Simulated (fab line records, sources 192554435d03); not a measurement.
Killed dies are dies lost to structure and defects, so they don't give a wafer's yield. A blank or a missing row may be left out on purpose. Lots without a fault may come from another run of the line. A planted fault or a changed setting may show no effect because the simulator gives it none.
A struck lot beside a sound one | flow n5_finfet | 16 steps out of a route of 1938
Sound: wafers L471.2, L471.3, L471.6. Struck: wafers L463.4, L463.5, L463.6. The cause comes at the end.
At each step with rows: each side's tool, then ch and its chambers, then its first start. Under that, the readings that differ: sound wafers | struck wafers | difference of the means | sigmas: that difference in standard deviations of wafers without a fault.
alike: readings whose means differ by less than 2 such deviations, and words and numbers that are the same on both sides. not compared: withheld readings, readings that some wafer has no value for, bounds like >300 that may hide the same value, and numbers for which the record gives no deviation and whose values overlap.
The two part at a step that has a row with sigmas, a row that says differs or no value, or rows on one side only. Numbers that don't overlap but have no deviation are shown without sigmas and don't part them. A reading that every wafer of one side lacks parts them only if that side has two wafers or more.

N5_BEOL_M4_ALD_98: deposits SiO2, target thk 2.5 nm, pulse time 1 s, co reactant pulse time 1 s.
  sound on ald_sin-01 ch 0,1,2, day 12 20:04; struck on ald_sin-02 ch 0,1,2, day 10 13:34
  alike: chamber_pressure_Torr, heater_power_w, precursor_pulse_height_rel, susceptor_temp_C
then, 1 step without rows for these wafers: N5_BEOL_M4_ETCHBACK_99 (etches SiO2 in CHF3, target depth 5 nm, time 10.4 s).
N5_BEOL_M4_ETCH_70: etches SOC in N2/H2, target depth 80 nm, overetch 24 nm, time 130 s.
  sound on rie_diel-05 ch 1,3, day 13 01:08; struck on rie_diel-03 ch 1,2,3, day 10 15:32
  alike: chamber_pressure_mTorr, drypump_motor_current_A, h2_flow_sccm, oes_product_au, rf_vpp_V, showerhead_plenum_p_Torr, throttle_valve_pct
  not compared: rf_hours_counter_h
then, 2 steps without rows for these wafers: N5_BEOL_M4_STRIP_71 (strips in N2/H2); N5_BEOL_M4_STRIP_78 (strips in N2/H2).
N5_BEOL_M4_VIA_ETCH_34: etches the open film in C4F6/O2, target depth 69.4 nm, time 65.9 s.
  sound on rie_diel-05 ch 1,3, day 13 01:14; struck on rie_diel-03 ch 1,2,3, day 10 15:38
  alike: chamber_pressure_mTorr, drypump_motor_current_A, oes_product_au, rf_vpp_V, showerhead_plenum_p_Torr, throttle_valve_pct
  not compared: rf_hours_counter_h
then, 1 step without rows for these wafers: N5_BEOL_M4_STRIP_83 (strips in C4F6/O2).
N5_BEOL_M4_STRIP_36: strips in N2/H2.
  sound on rie_diel-05 ch 1,3, day 13 01:18; struck on rie_diel-03 ch 1,2,3, day 10 15:41
  alike: chamber_pressure_mTorr, drypump_motor_current_A, h2_flow_sccm, oes_product_au, rf_vpp_V, showerhead_plenum_p_Torr, throttle_valve_pct
  not compared: rf_hours_counter_h
then, 1 step without rows for these wafers: N5_BEOL_M4_TRENCH_ETCH_37 (etches SiOC in C4F6/O2, target depth 55.555 nm, time 29.2 s).
N5_BEOL_M4_ETCH_41: etches SiCN in CH3F/O2, target depth 29.9 nm, time 52.5 s.
  sound on rie_diel-05 ch 1,3; struck on rie_diel-03 ch 1,2,3
  alike: chamber_pressure_mTorr, drypump_motor_current_A, oes_product_au, rf_vpp_V, showerhead_plenum_p_Torr, throttle_valve_pct
  not compared: rf_hours_counter_h
then, 1 step without rows for these wafers: N5_BEOL_M4_STRIP_97 (strips in N2/H2, time 10 s).
N5_BEOL_M4_OCD_MEAS_38:
  sound on ocd-02, day 13 01:29; struck on ocd-02, day 10 15:52
  alike: trench_depth_nm
N5_BEOL_M4_HM_STRIP_39: strips TiN in peroxide tin strip, target depth 25 nm, time 158 s.
  sound on wet_bench-02 ch 1,5,7, day 13 01:31; struck on wet_bench-05 ch 0,2,4, day 10 15:53
  reading          | sound             | struck         | difference | sigmas
  run_length_s (s) | 161.4 161.7 164.5 | 98.2 99.9 97.6 | -64.0      | -24
then, 1 step without rows for these wafers: N5_BEOL_M4_SRD_40 (time 30 s).
N5_BEOL_M4_RC_MEAS_101:
  sound on prober-02 ch 0, day 13 05:36; struck on prober-02 ch 0, day 10 20:22
  alike: DIBL_N, DIBL_P, IOFF_N, IOFF_P, ION_N, ION_P, SS_N, SS_P, VT_N, VT_P
-- the record jumps here: 5 days lie between the struck wafers' starts before and after (it left off in module BEOL_M4 and takes up again in module PASSIVATION, whose first step shown is number 1936 of the route) --
N5_PASSIVATION_PROBE_49:
  sound on prober-02, day 17 11:59; struck on prober-02, day 15 10:07
  reading             | sound    | struck   | difference | sigmas
  killed_at_M0_to_M3  | 52 68 41 | 34 17 20 | -30        | -3
  killed_at_front_end | 28 27 21 | 44 69 36 | +24        | +2
  alike: defect_limited_yield, killed_at_M4_up, killed_at_contacts, killed_at_other, killed_dies, killed_open, killed_short, sort_bin_5_function, sort_bin_6_memory, sort_n_pass, sort_yield_pct

WHERE THEY PART
First at N5_BEOL_M4_HM_STRIP_39; last, within this record, at N5_PASSIVATION_PROBE_49.

WHY: what the simulator had put in
Process parameter drift: wet_bench-05, from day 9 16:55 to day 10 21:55, at N5_BEOL_M4_HM_STRIP_39. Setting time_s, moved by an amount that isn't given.
